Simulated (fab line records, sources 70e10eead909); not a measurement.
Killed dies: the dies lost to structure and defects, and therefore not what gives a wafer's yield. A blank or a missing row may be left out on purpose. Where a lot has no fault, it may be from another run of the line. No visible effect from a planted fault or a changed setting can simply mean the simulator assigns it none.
Matching of chambers / flow nand harc / NHARC_A_BLC_CMP_25 on cmp-01: 4 sister chambers
The step polishes, t overpolish 30 s, target thk 150 nm. 8 wafers are shown with their chamber, then 9 later ones without.

== EACH WAFER AND ITS CHAMBER ==
wafer=L089.2; chamber=2; motor current A (A)=11.5; time to endpoint s (s)=29
wafer=L089.6; chamber=1; motor current A (A)=11.0; time to endpoint s (s)=35
wafer=L090.3; chamber=1; motor current A (A)=11.4; time to endpoint s (s)=36
wafer=L090.4; chamber=3; motor current A (A)=13.7; time to endpoint s (s)=29
wafer=L090.5; chamber=3; motor current A (A)=13.2; time to endpoint s (s)=27
wafer=L090.1; chamber=0; motor current A (A)=12.1; time to endpoint s (s)=32
wafer=L090.2; chamber=2; motor current A (A)=11.4; time to endpoint s (s)=36
wafer=L090.6; chamber=0; motor current A (A)=11.6; time to endpoint s (s)=34

== WAFERS MISSING THEIR CHAMBER ==
wafer=L091.2; motor current A (A)=10.7; time to endpoint s (s)=36
wafer=L091.3; motor current A (A)=11.4; time to endpoint s (s)=32
wafer=L091.4; motor current A (A)=11.4; time to endpoint s (s)=32
wafer=L095.2; motor current A (A)=13.3; time to endpoint s (s)=28
wafer=L095.4; motor current A (A)=11.2; time to endpoint s (s)=34
wafer=L095.6; motor current A (A)=11.7; time to endpoint s (s)=36
wafer=L097.2; motor current A (A)=13.8; time to endpoint s (s)=25
wafer=L097.3; motor current A (A)=10.9; time to endpoint s (s)=30
wafer=L097.6; motor current A (A)=15.0; time to endpoint s (s)=26

== WHICH CHAMBER EACH WENT THROUGH ==
wafer=L091.2; from the rows above=can't be placed: 1 or 2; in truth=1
wafer=L091.3; from the rows above=can't be placed: 2 or 1 or 0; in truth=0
wafer=L091.4; from the rows above=can't be placed: 2 or 1 or 0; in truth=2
wafer=L095.2; from the rows above=3; in truth=3
wafer=L095.4; from the rows above=can't be placed: 1 or 2 or 0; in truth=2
wafer=L095.6; from the rows above=can't be placed: 0 or 2 or 1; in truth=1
wafer=L097.2; from the rows above=3; in truth=3
wafer=L097.3; from the rows above=can't be placed: 2 or 1 or 0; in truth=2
wafer=L097.6; from the rows above=3; in truth=3
Placed correctly: 3 of 9. Not placeable from these rows: 6 (in 6, the candidates include the true chamber). Placed wrongly: 0.
How it was worked out, from the rows above alone: a wafer's distance from a chamber is the root of the sum, over the readings, of the square of ((its reading less the chamber's mean) divided by the reading's scatter). The wafer belongs to the nearest chamber; if the next one is less than 2 further off, it can't be placed. Each chamber's mean is taken over the wafers shown for it. The scatter: the root of (the sum of the squares of (reading less its chamber's mean) over the shown wafers, divided by (wafers less chambers)).
